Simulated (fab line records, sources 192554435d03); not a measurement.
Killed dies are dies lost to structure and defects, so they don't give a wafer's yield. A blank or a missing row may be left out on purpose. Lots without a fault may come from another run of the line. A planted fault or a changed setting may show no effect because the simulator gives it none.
fab line records | flow n5_finfet
record lots=5 wafers=15 last_day=18
route steps=1938 shown PMOS_HMC_CHANNEL_EPI@83 FIN_SAQP@90 BEOL_M4@1111 PASSIVATION@1936
lots that met no fault: from a run of the same line without faults
start_h: hours from the record's first day to the start of the lot's first wafer shown | wait_h: hours since the lot's step before | " the same as in the row above | L1.1+2: a row that stands for several wafers | - no value, or no start given | * or withheld: withheld | < > ~ a bound
route shown NAME@n: a module of which the file shows steps, and the number in the route of the first | usual: mean/standard deviation of fault-free wafers | same: alike in all rows | chamber/n: place in a boat | sites: the reading at each site | _std_site: their standard deviation | _edge_site: outer sites' mean less inner sites' | radius_mm: how far each site lies from the wafer's centre | mask NAME#n: copy n | behind: the tool/chamber that last shaped the wafer | hold: why the lot was held/for how many hours/how that ended | device: the transistor (n, p or np) that didn't switch | end of line: the same wafers' tests at the end of the route | a step without rows: its recipe alone | killed: dies lost to structure and defects at the first sort, not the wafer's yield | map: a wafer's dies, x killed, . not, _ none there
set.NAME: the setting as run; set.NAME@STEP: as run at that earlier step | model.NAME: the simulator's own value behind a step, which no gauge read
lots at some steps of the route; a table a step, a row a wafer
services: from which hour (start_h, from the record's first day; less than 0 if before it) a tool's chamber was out of use, for how many hours, and why
## steps
# step N5_PMOS_HMC_CHANNEL_EPI_PRECLEAN_40
# recipe chemistry=DHF time_s=30 temp_c=25 dilution=withheld
# step N5_PMOS_HMC_CHANNEL_EPI_PRECLEAN_37
# recipe chemistry=O3/DIW time_s=45 temp_c=22 o3_ppm=10
# step N5_PMOS_HMC_CHANNEL_EPI_PRECLEAN_24
# recipe chemistry=DHF time_s=30 temp_c=25 dilution=withheld
# step N5_PMOS_HMC_CHANNEL_EPI_SRD_25
# recipe dry=ipa_marangoni do_ppb=5 time_s=30 temp_c=23 rinse_liquid=diw
# step N5_PMOS_HMC_CHANNEL_EPI_EPI_26
# recipe material=Si target_thk_a=38 temp_c=650 precursor=SiH4/H2 pressure_torr=20 time_s=22.7
# step N5_FIN_SAQP_PRECLEAN_42
# recipe chemistry=O3/DIW time_s=60 temp_c=22 o3_ppm=10
# step N5_FIN_SAQP_PRECLEAN_00
# recipe chemistry=SC1 time_s=60 temp_c=55 mix=1:2:50
# step N5_FIN_SAQP_PRECLEAN_44
# recipe chemistry=SC2 time_s=45 temp_c=35 mix=1:1:50
# step N5_FIN_SAQP_SRD_01
# recipe dry=ipa_marangoni time_s=30 temp_c=23 rinse_liquid=diw
# step N5_FIN_SAQP_ALD_61
# recipe material=SiO2 target_thk_a=40 temp_c=300 ald_precursor_family=BDEAS ald_co_reactant=O2-plasma pulse_time_s=1 purge_time_s=2 co_reactant_purge_time_s=2 ald_cycles=43 pressure_torr=2
# usual ald_cycles=43/0 chamber_pressure_Torr=2.000/0.0046 heater_power_w=475/54 precursor_pulse_height_rel=1.000/0.02
# columns lot.wafer tool chamber start_h wait_h ald_cycles chamber_pressure_Torr heater_power_w precursor_pulse_height_rel
L988.3 ald_sin-02 2 118.71 0.0 - - - -
L988.4 " 0 " " - - - -
L988.6 " 3 " " - - - -
L989.1 ald_sin-02 2 123.09 0.3 - - - -
L989.4 " 0 " " - - - -
L989.5 " 2 " " - - - -
L990.2 ald_sin-04 2 130.10 0.0 - - - -
L990.5 " 2 " " - - - -
L990.6 " 3 " " - - - -
L992.3 ald_sin-01 3 142.38 0.0 43 1.998 443 0.996
L992.4 " 0 " " 43 1.997 445 0.993
L992.5 " 1 " " 43 1.998 396 0.982
L994.3 ald_sin-04 3 155.05 0.5 43 1.994 479 1.014
L994.5 " 3 " " 43 1.997 496 0.986
L994.6 " 2 " " 43 2.004 550 0.980
# step N5_FIN_SAQP_DENSIFY_62
# recipe temp_c=700 time_s=60 ambient=N2 idle_temp_c=600 ramp_up_c_per_s=150 ramp_down_c_per_s=60 cool_to_c=600
# step N5_FIN_SAQP_HM_DEP_03
# recipe material=SiNx target_thk_a=380 temp_c=400 precursor=SiH4/NH3/N2 pressure_torr=1.5 rf_w=300 time_s=33.6
# step N5_FIN_SAQP_PECVD_47
# recipe material=a-Si target_thk_a=450 temp_c=400 precursor=SiH4/He pressure_torr=3 rf_w=100 time_s=36.3
# step N5_FIN_SAQP_PECVD_48
# recipe material=SiNx target_thk_a=250 temp_c=400 precursor=SiH4/NH3/N2 pressure_torr=1.5 rf_w=300 time_s=22.1
# step N5_FIN_SAQP_PECVD_06
# recipe material=a-Si target_thk_a=600 temp_c=400 precursor=SiH4/He pressure_torr=3 rf_w=100 time_s=48.1
# step N5_FIN_SAQP_HM_DEP_72
# recipe material=SiO2 target_thk_a=120 temp_c=400 precursor=SiH4/N2O pressure_torr=0.75 rf_w=275 time_s=7.2
# step N5_FIN_SAQP_COAT_49
# recipe resist=SOC temp_c=250 time_s=60 spin_rpm=1500 resist_thk_nm=100
# step N5_FIN_SAQP_COAT_50
# recipe resist=SiARC temp_c=220 time_s=60 spin_rpm=1500 resist_thk_nm=35
# step N5_FIN_SAQP_COAT_10
# recipe resist=CAR-ArF spin_rpm=1500 resist_thk_nm=90
# step N5_FIN_SAQP_EBR_12
# recipe solvent=PGMEA ebr_width_mm=1.5
# step N5_FIN_SAQP_SOFTBAKE_11
# recipe temp_c=110 time_s=60 resist=CAR-ArF
# step N5_FIN_SAQP_EXPOSE_13
# recipe mask_id=FIN_CORE na=1.35 source_shape=dipole sigma_inner=0.538 sigma_outer=0.738 polarization=te target_cd_nm=35.6 dose_mj=63.25
# step N5_FIN_SAQP_PEB_14
# recipe peb_temp_c=withheld peb_time_s=60 resist=CAR-ArF
# step N5_FIN_SAQP_DEVELOP_15
# recipe develop_time_s=30 developer=TMAH resist=CAR-ArF dev_temp_c=23 rinse_liquid=diw dry=air_spin
# step N5_FIN_SAQP_DESCUM_21
# recipe chemistry=O2 time_s=7.9 source_power_w=50 bias_power_w=20 pressure_mtorr=20 rf_frequency_hz=2.712e+07 temp_c=40 resist=CAR-ArF o2_flow_sccm=225
# step N5_FIN_SAQP_ETCH_51
# recipe chemistry=CF4 target=SiARC target_depth_a=455 mask_material=CAR-ArF time_s=75.8 ion_energy_ev=80 pressure_mtorr=40 source_w=545 bias_w=36 Ar_flow_sccm=100 cf4_flow_sccm=100 ends=cleared
# step N5_FIN_SAQP_ETCH_52
# recipe chemistry=N2/H2 target=SOC target_depth_a=1000 overetch_a=200 mask_material=SiARC temp_c=40 time_s=150 ion_energy_ev=200 pressure_mtorr=30 source_w=840 bias_w=150 n2_flow_sccm=200 h2_flow_sccm=200 ends=end_point
# step N5_FIN_SAQP_STRIP_53
# recipe chemistry=N2/H2 temp_c=40 n2_flow_sccm=200 h2_flow_sccm=200 rf_frequency_hz=6e+07
# step N5_FIN_SAQP_HM_OPEN_73
# recipe chemistry=CHF3/O2 target=SiO2 stop_on=a-Si target_depth_a=120 over_etch_frac=1.8 mask_material=SOC time_s=16.8 pressure_mtorr=30 source_w=650 bias_w=170 Ar_flow_sccm=200 CHF3_flow_sccm=50 O2_flow_sccm=5 ion_energy_ev=200 ends=end_point
# step N5_FIN_SAQP_STRIP_74
# recipe chemistry=CHF3/O2 resist=SiARC rf_frequency_hz=6e+07
# step N5_FIN_SAQP_MANDREL_ETCH_22
# recipe target_depth_a=600 chemistry=HBr/Cl2 target=a-Si stop_on=SiNx bt_time_s=10 over_etch_frac=0.5 time_s=30 pressure_mtorr=10 icp_w=800 bias_w=75 HBr_flow_sccm=150 Cl2_flow_sccm=80 ends=end_point
# step N5_FIN_SAQP_STRIP_55
# recipe chemistry=N2/H2 power_w=500 temp_c=40 pressure_mtorr=50 rf_frequency_hz=6e+07 overash_fraction=0.3 bias_power_w=28 h2_frac=0.5 n2_flow_sccm=300 h2_flow_sccm=300
# step N5_FIN_SAQP_STRIP_23
# recipe chemistry=SPM time_s=750 temp_c=130 h2so4_h2o2_vol_ratio=4
# step N5_FIN_SAQP_SRD_66
# recipe dry=ipa_marangoni time_s=30 temp_c=23 rinse_liquid=diw
# step N5_FIN_SAQP_ETCH_34
# recipe chemistry=C4F6/O2 target=SiO2 target_depth_a=450 time_s=15 ion_energy_ev=250 pressure_mtorr=30 source_w=345 bias_w=185 Ar_flow_sccm=300 C4F6_flow_sccm=10 O2_flow_sccm=10 ends=cleared
# usual drypump_motor_current_A=5.9/0.32 etch_rf_on_time_s=14.99/0.18 oes_product_au=0.65/0.063 rf_vpp_V=662/6.4 showerhead_plenum_p_Torr=2.82/0.12 throttle_valve_pct=21.15/0.25
# columns lot.wafer tool chamber start_h wait_h drypump_motor_current_A etch_rf_on_time_s oes_product_au rf_hours_counter_h rf_vpp_V showerhead_plenum_p_Torr throttle_valve_pct model.SiNx_of_FIN_SAQP_HM_DEP_03.thk_nm
L988.3 rie_diel-03 1 126.11 0.0 5.9 5.98 0.25 244 666 2.92 21.29 36.4
L988.4 " 2 " " 6.2 6.01 0.29 147 659 2.64 20.97 36.4
L988.6 " 1 " " 5.9 5.98 0.26 - 665 2.92 21.27 37
L989.1 rie_diel-06 1 129.57 0.0 5.4 5.99 0.35 9 665 3.02 20.46 36.2
L989.4 " 3 " " 6.5 5.99 0.26 243 673 2.80 20.85 36.6
L989.5 " 3 " " 6.5 6.00 0.25 - 673 2.81 20.85 36.6
L990.2 rie_diel-03 1 136.21 0.0 5.9 6.00 0.26 248 666 2.92 21.28 36
L990.5 " 0 " " 5.6 5.98 0.28 - 659 2.82 20.57 36.4
L990.6 " 3 " " 6.2 5.99 0.30 - 669 3.00 21.04 36.6
L992.3 rie_diel-03 3 147.86 0.0 6.1 14.95 0.67 101 669 3.00 21.37 34.8
L992.4 " 0 " " 5.6 15.07 0.60 - 660 2.81 20.93 34.4
L992.5 " 3 " " 6.1 14.89 0.67 - 669 3.00 21.38 35
L994.3 rie_diel-03 2 162.01 0.0 6.2 15.03 0.64 164 663 2.63 21.34 34.4
L994.5 " 2 " " 6.2 14.95 0.64 - 662 2.63 21.34 35.2
L994.6 " 1 " " 5.9 14.64 0.84 - 665 2.91 21.29 35
# step N5_FIN_SAQP_HM_CD_35
# recipe target_cd_nm=8 polarity=line
# usual cd_nm=8.12/0.2
# columns lot.wafer tool chamber start_h wait_h cd_nm
L988.3 cd_sem-03 - 126.26 0.1 -
L988.4 " - " " -
L988.6 " - " " -
L989.1 cd_sem-01 - 129.71 0.1 -
L989.4 " - " " -
L989.5 " - " " -
L990.2 cd_sem-03 - 136.36 0.1 -
L990.5 " - " " -
L990.6 " - " " -
L992.3 cd_sem-02 - 148.01 0.1 8.16
L992.4 " - " " 8.17
L992.5 " - " " 7.87
L994.3 cd_sem-01 - 162.16 0.1 7.98
L994.5 " - " " 8.20
L994.6 " - " " 8.23
# step N5_FIN_SAQP_FIN_ETCH_36
# recipe chemistry=HBr/Cl2/O2 target_depth_a=1200 mask_material=SiNx time_s=50.4 bias_w=102 pressure_mtorr=10 icp_w=800 HBr_flow_sccm=150 Cl2_flow_sccm=80 O2_flow_sccm=12
# usual drypump_motor_current_A=5.5/0.53 mfc_cl2_sccm=80.03/0.26 oes_product_au=0.992/0.014 throttle_valve_pct=36.17/0.21
# columns lot.wafer tool chamber start_h wait_h drypump_motor_current_A mfc_cl2_sccm oes_product_au rf_hours_counter_h throttle_valve_pct model.SiNx_of_FIN_SAQP_HM_DEP_03.thk_nm
L988.3 rie_si-06 3 126.32 0.0 5.5 79.55 0.988 22 36.13 23.2
L988.4 " 1 " " 5.1 80.01 1.001 155 35.82 23
L988.6 " 2 " " 5.7 79.67 0.978 - 36.00 23.8
L989.1 rie_si-03 1 129.78 0.0 5.4 79.52 0.986 8 35.94 23
L989.4 " 0 " " 6.4 79.84 0.977 33 36.18 23.6
L989.5 " 1 " " 5.4 79.64 0.969 - 35.96 23.6
L990.2 rie_si-01 2 136.43 0.0 5.5 80.35 0.969 69 36.48 23
L990.5 " 2 " " 5.5 79.84 0.971 - 36.49 23.4
L990.6 " 1 " " 6.4 80.61 1.011 - 36.23 23.4
L992.3 rie_si-01 3 148.07 0.0 4.9 79.53 0.990 9 36.07 21.4
L992.4 " 0 " " 4.9 80.29 0.992 48 35.94 21
L992.5 " 3 " " 4.9 79.39 1.011 - 36.07 21.6
L994.3 rie_si-06 0 162.22 0.0 4.9 79.85 0.998 101 36.22 21.2
L994.5 " 3 " " 5.5 79.50 0.990 - 36.13 22
L994.6 " 0 " " 4.9 80.08 0.992 - 36.23 21.8
# step N5_BEOL_M4_RC_MEAS_101
# usual DIBL_N=35.9/1.3 DIBL_P=36.3/1.5 IOFF_N=0.153/0.023 IOFF_P=0.208/0.028 ION_N=672/9.7 ION_P=462/6.6 SS_N=71.5/0.53 SS_P=73.3/0.59 VT_N=250.4/2.7 VT_P=-250.5/3
# columns lot.wafer tool chamber start_h wait_h DIBL_N[mV/V] DIBL_P[mV/V] IOFF_N[nA/um] IOFF_P[nA/um] ION_N[uA/um] ION_P[uA/um] SS_N[mV/dec] SS_P[mV/dec] VT_N[mV] VT_P[mV]
L992.3 prober-01 0 309.51 0.3 36.2 37.9 0.171 0.215 677 460 71.5 73.1 247.6 -252.2
L992.4 " 0 " " 37.3 39.3 0.205 0.246 695 468 72.1 74.6 245.8 -247.5
L992.5 " 0 " " 32.8 34.5 0.116 0.166 664 454 70.9 72.5 256.3 -254.4
L994.3 prober-02 0 316.77 0.3 37.5 39.0 0.183 0.229 687 467 71.9 74.0 249.2 -249.6
L994.5 " 0 " " 36.5 37.4 0.156 0.214 674 465 70.9 73.5 250.7 -248.4
L994.6 " 0 " " 36.5 37.8 0.159 0.213 677 464 71.2 73.5 247.9 -253.8
# step N5_PASSIVATION_PROBE_49
# usual defect_limited_yield=91.1/1.5 killed_at_M0_to_M3=35/9.5 killed_at_M4_up=13/5.2 killed_at_contacts=12/6.1 killed_at_front_end=41/14 killed_at_other=3.8/2.9 killed_dies=105/17 killed_on_rim=13/4.1 killed_open=70/13 killed_short=33/8.4 sort_bin_5_function=5.1/0.97 sort_bin_6_memory=3.4/0.69 sort_n_pass=1075/17 sort_yield_pct=91.1/1.5
# same gross_dies=1180 killed_at_back_side=0 sort_bin_4_leakage[%]=0 sort_bin_8_speed[%]=0
# columns lot.wafer tool chamber start_h wait_h defect_limited_yield[%] killed_at_M0_to_M3 killed_at_M4_up killed_at_contacts killed_at_front_end killed_at_other killed_dies killed_on_rim killed_open killed_short sort_bin_5_function[%] sort_bin_6_memory[%] sort_n_pass sort_yield_pct[%]
L988.3 prober-01 - 384.56 0.1 0 4 3 2 1169 2 1180 152 15 3 73.6 2.5 0 0
L988.4 prober-01 - 384.61 0.2 0 6 0 3 1171 0 1180 152 15 1 75.0 2.9 0 0
L988.6 prober-01 - 384.71 0.3 0 4 3 3 1168 2 1180 152 13 5 73.7 2.5 0 0
L989.1 prober-02 - 385.21 0.0 0 10 4 7 1158 1 1180 152 18 9 74.7 3.1 0 0
L989.4 prober-02 - 385.36 0.2 0 9 6 4 1161 0 1180 152 19 8 73.3 3.1 0 0
L989.5 prober-02 - 385.41 0.2 0 12 0 4 1164 0 1180 152 11 12 76.0 2.6 0 0
L990.2 prober-01 - 411.98 0.1 0 10 0 7 1163 0 1180 152 24 8 73.4 2.4 0 0
L990.5 prober-01 - 412.13 0.2 0 6 4 2 1167 1 1180 152 21 7 71.9 3.2 0 0
L990.6 prober-01 - 412.18 0.3 0 2 3 3 1172 0 1180 152 14 8 75.3 2.5 0 0
L994.3 prober-02 - 425.87 0.1 92.7 32 5 13 35 1 86 12 62 23 4.5 2.7 1094 92.7
L994.5 prober-02 - 425.97 0.2 93.0 34 5 17 26 1 83 8 49 33 4.4 2.3 1097 93.0
L994.6 prober-02 - 426.02 0.3 93.1 29 8 14 28 2 81 14 55 25 3.4 3.1 1099 93.1
# killed by level:class
L988.3 FIN_SAQP:lost_pattern=1156 FIN_SAQP:area_etch=4 FIN_SAQP:geometric_particle:open=2 STI_FIN_REVEAL:geometric_particle:open=2 MOL_CONTACT_COAG:geometric_particle:open=2 BEOL_M4:geometric_particle:open=2 FIN_SAQP:area_ald=2 FIN_SAQP:geometric_particle:short=1
L988.4 FIN_SAQP:lost_pattern=1158 FIN_SAQP:geometric_particle:open=4 BEOL_M3:geometric_particle:open=4 FIN_SAQP:area_etch=4 MOL_CONTACT_COAG:geometric_particle:open=3 FIN_SAQP:area_ald=2 DUMMY_GATE:geometric_particle:open=1 GATE_CUT:geometric_particle:short=1
L988.6 FIN_SAQP:lost_pattern=1158 FIN_SAQP:area_etch=4 MOL_CONTACT_COAG:geometric_particle:open=3 FIN_SAQP:geometric_particle:open=2 BEOL_M2:geometric_particle:open=2 STI_FIN_REVEAL:geometric_particle:open=1 ILD0:geometric_particle:short=1 SDB:geometric_particle:open=1
L989.1 FIN_SAQP:lost_pattern=1152 BEOL_M0_SAQP:geometric_particle:short=6 MOL_CONTACT_COAG:geometric_particle:open=6 BEOL_M1:geometric_particle:open=2 BEOL_M6:geometric_particle:open=2 FIN_SAQP:geometric_particle:short=1 FIN_SAQP:geometric_particle:open=1 STI_FIN_REVEAL:geometric_particle:open=1
L989.4 FIN_SAQP:lost_pattern=1146 FIN_SAQP:geometric_particle:short=6 FIN_SAQP:area_etch=6 MOL_CONTACT_COAG:geometric_particle:open=4 BEOL_M4:geometric_particle:open=4 BEOL_M0_SAQP:geometric_particle:open=4 BEOL_M1:geometric_particle:open=2 ILD0:geometric_particle:short=1
L989.5 FIN_SAQP:lost_pattern=1147 FIN_SAQP:area_etch=9 BEOL_M0_SAQP:geometric_particle:short=6 FIN_SAQP:geometric_particle:short=4 BEOL_M0_SAQP:geometric_particle:open=4 MOL_CONTACT_COAG:geometric_particle:open=3 GATE_CUT:geometric_particle:open=2 FIN_SAQP:geometric_particle:open=1
L990.2 FIN_SAQP:lost_pattern=1139 STI_FIN_REVEAL:geometric_particle:open=8 FIN_SAQP:area_etch=8 FIN_SAQP:geometric_particle:open=5 MOL_CONTACT_COAG:geometric_particle:open=5 BEOL_M0_SAQP:geometric_particle:short=4 BEOL_M0_SAQP:geometric_particle:open=4 MOL_CONTACT_COAG:geometric_particle:short=2
L990.5 FIN_SAQP:lost_pattern=1152 FIN_SAQP:geometric_particle:open=7 STI_FIN_REVEAL:geometric_particle:open=4 BEOL_M8:geometric_particle:open=2 MOL_CONTACT_COAG:geometric_particle:open=2 BEOL_M0_SAQP:geometric_particle:open=2 BEOL_M0_SAQP:geometric_particle:short=2 STARTING-WAFER:geometric_particle:short=1
L990.6 FIN_SAQP:lost_pattern=1157 FIN_SAQP:geometric_particle:open=6 FIN_SAQP:geometric_particle:short=2 MOL_CONTACT_COAG:geometric_particle:open=2 BEOL_M0_SAQP:geometric_particle:short=2 STI_FIN_REVEAL:geometric_particle:short=1 STI_FIN_REVEAL:geometric_particle:open=1 DUMMY_GATE:geometric_particle:open=1
L994.3 MOL_CONTACT_COAG:geometric_particle:open=10 FIN_SAQP:geometric_particle:open=9 BEOL_M0_SAQP:geometric_particle:open=8 DUMMY_GATE:geometric_particle:open=7 BEOL_M0_SAQP:geometric_particle:short=7 BEOL_M2:geometric_particle:open=4 BEOL_M3:geometric_particle:open=4 STARTING-WAFER:geometric_particle:open=4
L994.5 MOL_CONTACT_COAG:geometric_particle:open=11 BEOL_M0_SAQP:geometric_particle:short=9 FIN_SAQP:geometric_particle:open=8 BEOL_M0_SAQP:geometric_particle:open=7 MOL_CONTACT_COAG:geometric_particle:short=6 BEOL_M3:geometric_particle:open=6 FIN_SAQP:geometric_particle:short=5 BEOL_M3:geometric_particle:short=4
L994.6 MOL_CONTACT_COAG:geometric_particle:open=11 FIN_SAQP:geometric_particle:open=7 BEOL_M0_SAQP:geometric_particle:short=7 BEOL_M1:geometric_particle:open=6 FIN_SAQP:geometric_particle:short=5 DUMMY_GATE:geometric_particle:open=5 BEOL_M0_SAQP:geometric_particle:open=4 BEOL_M2:geometric_particle:open=4
# map L988.3 (x killed, . not)
_________________xxxxxxxxxxxx________________
______________xxxxxxxxxxxxxxxxxx_____________
___________xxxxxxxxxxxxxxxxxxxxxxxx__________
__________xxxxxxxxxxxxxxxxxxxxxxxxxx_________
________xxxxxxxxxxxxxxxxxxxxxxxxxxxxxx_______
_______xxxxxxxxxxxxxxxxxxxxxxxxxxxxxxxx______
______xxxxxxxxxxxxxxxxxxxxxxxxxxxxxxxxxx_____
_____xxxxxxxxxxxxxxxxxxxxxxxxxxxxxxxxxxxx____
____xxxxxxxxxxxxxxxxxxxxxxxxxxxxxxxxxxxxxx___
___xxxxxxxxxxxxxxxxxxxxxxxxxxxxxxxxxxxxxxxx__
___xxxxxxxxxxxxxxxxxxxxxxxxxxxxxxxxxxxxxxxx__
__xxxxxxxxxxxxxxxxxxxxxxxxxxxxxxxxxxxxxxxxxx_
__xxxxxxxxxxxxxxxxxxxxxxxxxxxxxxxxxxxxxxxxxx_
_xxxxxxxxxxxxxxxxxxxxxxxxxxxxxxxxxxxxxxxxxxxx
_xxxxxxxxxxxxxxxxxxxxxxxxxxxxxxxxxxxxxxxxxxxx
_xxxxxxxxxxxxxxxxxxxxxxxxxxxxxxxxxxxxxxxxxxxx
_xxxxxxxxxxxxxxxxxxxxxxxxxxxxxxxxxxxxxxxxxxxx
_xxxxxxxxxxxxxxxxxxxxxxxxxxxxxxxxxxxxxxxxxxxx
_xxxxxxxxxxxxxxxxxxxxxxxxxxxxxxxxxxxxxxxxxxxx
_xxxxxxxxxxxxxxxxxxxxxxxxxxxxxxxxxxxxxxxxxxxx
_xxxxxxxxxxxxxxxxxxxxxxxxxxxxxxxxxxxxxxxxxxxx
__xxxxxxxxxxxxxxxxxxxxxxxxxxxxxxxxxxxxxxxxxx_
__xxxxxxxxxxxxxxxxxxxxxxxxxxxxxxxxxxxxxxxxxx_
___xxxxxxxxxxxxxxxxxxxxxxxxxxxxxxxxxxxxxxxx__
___xxxxxxxxxxxxxxxxxxxxxxxxxxxxxxxxxxxxxxxx__
____xxxxxxxxxxxxxxxxxxxxxxxxxxxxxxxxxxxxxx___
_____xxxxxxxxxxxxxxxxxxxxxxxxxxxxxxxxxxxx____
______xxxxxxxxxxxxxxxxxxxxxxxxxxxxxxxxxx_____
_______xxxxxxxxxxxxxxxxxxxxxxxxxxxxxxxx______
________xxxxxxxxxxxxxxxxxxxxxxxxxxxxxx_______
__________xxxxxxxxxxxxxxxxxxxxxxxxxx_________
___________xxxxxxxxxxxxxxxxxxxxxxxx__________
______________xxxxxxxxxxxxxxxxxx_____________
_________________xxxxxxxxxxxx________________
# map L989.1 (x killed, . not)
_________________xxxxxxxxxxxx________________
______________xxxxxxxxxxxxxxxxxx_____________
___________xxxxxxxxxxxxxxxxxxxxxxxx__________
__________xxxxxxxxxxxxxxxxxxxxxxxxxx_________
________xxxxxxxxxxxxxxxxxxxxxxxxxxxxxx_______
_______xxxxxxxxxxxxxxxxxxxxxxxxxxxxxxxx______
______xxxxxxxxxxxxxxxxxxxxxxxxxxxxxxxxxx_____
_____xxxxxxxxxxxxxxxxxxxxxxxxxxxxxxxxxxxx____
____xxxxxxxxxxxxxxxxxxxxxxxxxxxxxxxxxxxxxx___
___xxxxxxxxxxxxxxxxxxxxxxxxxxxxxxxxxxxxxxxx__
___xxxxxxxxxxxxxxxxxxxxxxxxxxxxxxxxxxxxxxxx__
__xxxxxxxxxxxxxxxxxxxxxxxxxxxxxxxxxxxxxxxxxx_
__xxxxxxxxxxxxxxxxxxxxxxxxxxxxxxxxxxxxxxxxxx_
_xxxxxxxxxxxxxxxxxxxxxxxxxxxxxxxxxxxxxxxxxxxx
_xxxxxxxxxxxxxxxxxxxxxxxxxxxxxxxxxxxxxxxxxxxx
_xxxxxxxxxxxxxxxxxxxxxxxxxxxxxxxxxxxxxxxxxxxx
_xxxxxxxxxxxxxxxxxxxxxxxxxxxxxxxxxxxxxxxxxxxx
_xxxxxxxxxxxxxxxxxxxxxxxxxxxxxxxxxxxxxxxxxxxx
_xxxxxxxxxxxxxxxxxxxxxxxxxxxxxxxxxxxxxxxxxxxx
_xxxxxxxxxxxxxxxxxxxxxxxxxxxxxxxxxxxxxxxxxxxx
_xxxxxxxxxxxxxxxxxxxxxxxxxxxxxxxxxxxxxxxxxxxx
__xxxxxxxxxxxxxxxxxxxxxxxxxxxxxxxxxxxxxxxxxx_
__xxxxxxxxxxxxxxxxxxxxxxxxxxxxxxxxxxxxxxxxxx_
___xxxxxxxxxxxxxxxxxxxxxxxxxxxxxxxxxxxxxxxx__
___xxxxxxxxxxxxxxxxxxxxxxxxxxxxxxxxxxxxxxxx__
____xxxxxxxxxxxxxxxxxxxxxxxxxxxxxxxxxxxxxx___
_____xxxxxxxxxxxxxxxxxxxxxxxxxxxxxxxxxxxx____
______xxxxxxxxxxxxxxxxxxxxxxxxxxxxxxxxxx_____
_______xxxxxxxxxxxxxxxxxxxxxxxxxxxxxxxx______
________xxxxxxxxxxxxxxxxxxxxxxxxxxxxxx_______
__________xxxxxxxxxxxxxxxxxxxxxxxxxx_________
___________xxxxxxxxxxxxxxxxxxxxxxxx__________
______________xxxxxxxxxxxxxxxxxx_____________
_________________xxxxxxxxxxxx________________
## services
# columns tool chamber start_h hours kind
ald_sin-02 1 98.95 60.0 repair
ald_sin-02 0 99.25 - clean
ald_sin-02 2 99.25 - clean
ald_sin-02 3 99.25 - clean
ald_sin-04 3 121.37 8.2 repair
rie_diel-06 0 131.83 6.3 repair
ald_sin-01 2 132.12 6.5 repair
ald_sin-04 0 133.24 22.3 repair
rie_diel-03 1 141.03 - clean
rie_diel-03 1 141.03 - consumable_replace:focus_ring
rie_diel-03 1 141.03 15.4 scheduled_down
rie_diel-03 1 141.03 15.4 vent_cycle
rie_diel-06 3 142.93 - clean
rie_diel-06 3 142.93 - consumable_replace:focus_ring
rie_diel-06 3 142.93 10.0 scheduled_down
rie_diel-06 3 142.93 10.0 vent_cycle
rie_si-06 2 149.47 39.4 repair
ald_sin-01 0 149.81 5.6 repair
rie_si-06 1 152.53 3.0 repair
rie_si-03 - 153.58 0.2 repair
rie_diel-06 2 158.69 - clean
rie_diel-06 2 158.69 - consumable_replace:focus_ring
rie_diel-06 2 158.69 12.5 scheduled_down
rie_diel-03 0 160.20 1.9 repair
## key
first_sign step=N5_FIN_SAQP_ALD_61 reading=tool_record direction=missing
effect step=N5_FIN_SAQP_ETCH_34 reading=etch_rf_on_time_s direction=down sigmas=50 usual=* struck=*
effect step=N5_FIN_SAQP_HM_CD_35 reading=cd_nm direction=missing
effect step=N5_PASSIVATION_PROBE_49 reading=killed_at_front_end direction=up sigmas=83 usual=41 struck=1166
model_effect step=N5_FIN_SAQP_ETCH_34 value=SiNx_of_FIN_SAQP_HM_DEP_03.thk_nm without=34.76 struck=36.47
model_effect step=N5_FIN_SAQP_FIN_ETCH_36 value=SiNx_of_FIN_SAQP_HM_DEP_03.thk_nm without=21.56 struck=23.33
met_at N5_FIN_SAQP_ALD_61
struck_wafers L988.3,L988.4,L988.6,L989.1,L989.4,L989.5,L990.2,L990.5,L990.6
later_rows_left_out L988.3,L988.4,L988.6,L989.1,L989.4,L989.5,L990.2,L990.5,L990.6
fault kind=skipped_step_whole tool=ald_sin-02,ald_sin-04 chamber=- onset_h=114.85 steps=N5_FIN_SAQP_ALD_61 scope=struck_lots_only
# later_rows_left_out: the simulator's readings of these wafers behind a module that went badly wrong aren't trusted and aren't shown, but for the sort
